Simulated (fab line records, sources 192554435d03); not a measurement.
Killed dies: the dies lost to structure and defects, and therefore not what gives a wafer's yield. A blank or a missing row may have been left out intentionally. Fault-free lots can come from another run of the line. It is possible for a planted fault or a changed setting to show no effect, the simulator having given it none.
Matching of chambers || flow n5 finfet || 4 sister chambers for N5_FIN_SAQP_ETCH_69 on rie diel-05
The step etches SOC in N2/H2, stops on SiNx, target depth 150 nm. 18 wafers are shown with their chamber, then 9 later ones without.

WAFERS WITH THEIR CHAMBER
{"wafer": "L080.3", "chamber": 1, "drypump motor current A (A)": 5.1, "throttle valve pct (%)": 18.04, "oes product au (a.u.)": 0.67}
{"wafer": "L080.5", "chamber": 0, "drypump motor current A (A)": 5.7, "throttle valve pct (%)": 17.59, "oes product au (a.u.)": 0.90}
{"wafer": "L080.6", "chamber": 1, "drypump motor current A (A)": 5.1, "throttle valve pct (%)": 18.02, "oes product au (a.u.)": 0.68}
{"wafer": "L083.2", "chamber": 0, "drypump motor current A (A)": 5.7, "throttle valve pct (%)": 17.59, "oes product au (a.u.)": 0.89}
{"wafer": "L083.5", "chamber": 0, "drypump motor current A (A)": 5.6, "throttle valve pct (%)": 17.59, "oes product au (a.u.)": 0.89}
{"wafer": "L083.6", "chamber": 3, "drypump motor current A (A)": 5.7, "throttle valve pct (%)": 17.83, "oes product au (a.u.)": 0.74}
{"wafer": "L085.1", "chamber": 0, "drypump motor current A (A)": 5.6, "throttle valve pct (%)": 17.61, "oes product au (a.u.)": 0.88}
{"wafer": "L085.5", "chamber": 2, "drypump motor current A (A)": 6.3, "throttle valve pct (%)": 18.10, "oes product au (a.u.)": 0.69}
{"wafer": "L085.6", "chamber": 1, "drypump motor current A (A)": 5.1, "throttle valve pct (%)": 18.05, "oes product au (a.u.)": 0.67}
{"wafer": "L086.1", "chamber": 3, "drypump motor current A (A)": 5.7, "throttle valve pct (%)": 17.80, "oes product au (a.u.)": 0.72}
{"wafer": "L086.2", "chamber": 2, "drypump motor current A (A)": 6.2, "throttle valve pct (%)": 18.11, "oes product au (a.u.)": 0.69}
{"wafer": "L086.3", "chamber": 0, "drypump motor current A (A)": 5.6, "throttle valve pct (%)": 17.61, "oes product au (a.u.)": 0.88}
{"wafer": "L087.1", "chamber": 2, "drypump motor current A (A)": 6.3, "throttle valve pct (%)": 18.09, "oes product au (a.u.)": 0.69}
{"wafer": "L087.3", "chamber": 1, "drypump motor current A (A)": 5.1, "throttle valve pct (%)": 18.05, "oes product au (a.u.)": 0.67}
{"wafer": "L087.5", "chamber": 3, "drypump motor current A (A)": 5.7, "throttle valve pct (%)": 17.83, "oes product au (a.u.)": 0.73}
{"wafer": "L090.3", "chamber": 0, "drypump motor current A (A)": 5.7, "throttle valve pct (%)": 17.62, "oes product au (a.u.)": 0.87}
{"wafer": "L090.5", "chamber": 3, "drypump motor current A (A)": 5.7, "throttle valve pct (%)": 17.84, "oes product au (a.u.)": 0.72}
{"wafer": "L090.6", "chamber": 0, "drypump motor current A (A)": 5.7, "throttle valve pct (%)": 17.63, "oes product au (a.u.)": 0.87}

SIGNATURES (means of the wafers above)
{"reading": "drypump motor current A", "chamber 0": 5.657, "chamber 1": 5.100, "chamber 2": 6.267, "chamber 3": 5.700, "scatter within a chamber": 0.0412}
{"reading": "throttle valve pct", "chamber 0": 17.6057, "chamber 1": 18.0400, "chamber 2": 18.1000, "chamber 3": 17.8250, "scatter within a chamber": 0.0153}
{"reading": "oes product au", "chamber 0": 0.8829, "chamber 1": 0.6725, "chamber 2": 0.6900, "chamber 3": 0.7275, "scatter within a chamber": 0.00884}
Rule: a wafer's distance from a chamber is the root of the sum, over the readings, of the square of ((its reading less the chamber's mean) divided by the reading's scatter). The wafer belongs to the nearest chamber; if the next one is less than 2 further off, it can't be placed. How the scatter is found: for the shown wafers, subtract from each reading the mean of its chamber, square and add these, divide the total by (wafers less chambers), then take the root.

WAFERS WITH NO CHAMBER GIVEN
{"wafer": "L091.2", "drypump motor current A (A)": 6.2, "throttle valve pct (%)": 18.12, "oes product au (a.u.)": 0.68}
{"wafer": "L091.4", "drypump motor current A (A)": 6.2, "throttle valve pct (%)": 18.14, "oes product au (a.u.)": 0.68}
{"wafer": "L091.5", "drypump motor current A (A)": 5.6, "throttle valve pct (%)": 17.62, "oes product au (a.u.)": 0.87}
{"wafer": "L095.3", "drypump motor current A (A)": 5.7, "throttle valve pct (%)": 17.64, "oes product au (a.u.)": 0.84}
{"wafer": "L095.4", "drypump motor current A (A)": 5.1, "throttle valve pct (%)": 17.67, "oes product au (a.u.)": 0.95}
{"wafer": "L095.5", "drypump motor current A (A)": 6.3, "throttle valve pct (%)": 18.15, "oes product au (a.u.)": 0.68}
{"wafer": "L096.3", "drypump motor current A (A)": 5.6, "throttle valve pct (%)": 17.65, "oes product au (a.u.)": 0.84}
{"wafer": "L096.4", "drypump motor current A (A)": 5.6, "throttle valve pct (%)": 17.66, "oes product au (a.u.)": 0.84}
{"wafer": "L096.5", "drypump motor current A (A)": 5.1, "throttle valve pct (%)": 17.65, "oes product au (a.u.)": 0.95}

CHAMBER TAKEN BY EACH
{"wafer": "L091.2", "from the rows above": 2, "in truth": 2}
{"wafer": "L091.4", "from the rows above": 2, "in truth": 2}
{"wafer": "L091.5", "from the rows above": 0, "in truth": 0}
{"wafer": "L095.3", "from the rows above": 0, "in truth": 0}
{"wafer": "L095.4", "from the rows above": 0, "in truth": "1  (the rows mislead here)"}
{"wafer": "L095.5", "from the rows above": 2, "in truth": 2}
{"wafer": "L096.3", "from the rows above": 0, "in truth": 0}
{"wafer": "L096.4", "from the rows above": 0, "in truth": 0}
{"wafer": "L096.5", "from the rows above": 0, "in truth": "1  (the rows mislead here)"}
Placed correctly: 7 of 9. Not placeable from these rows: 0. 2 placed wrongly.
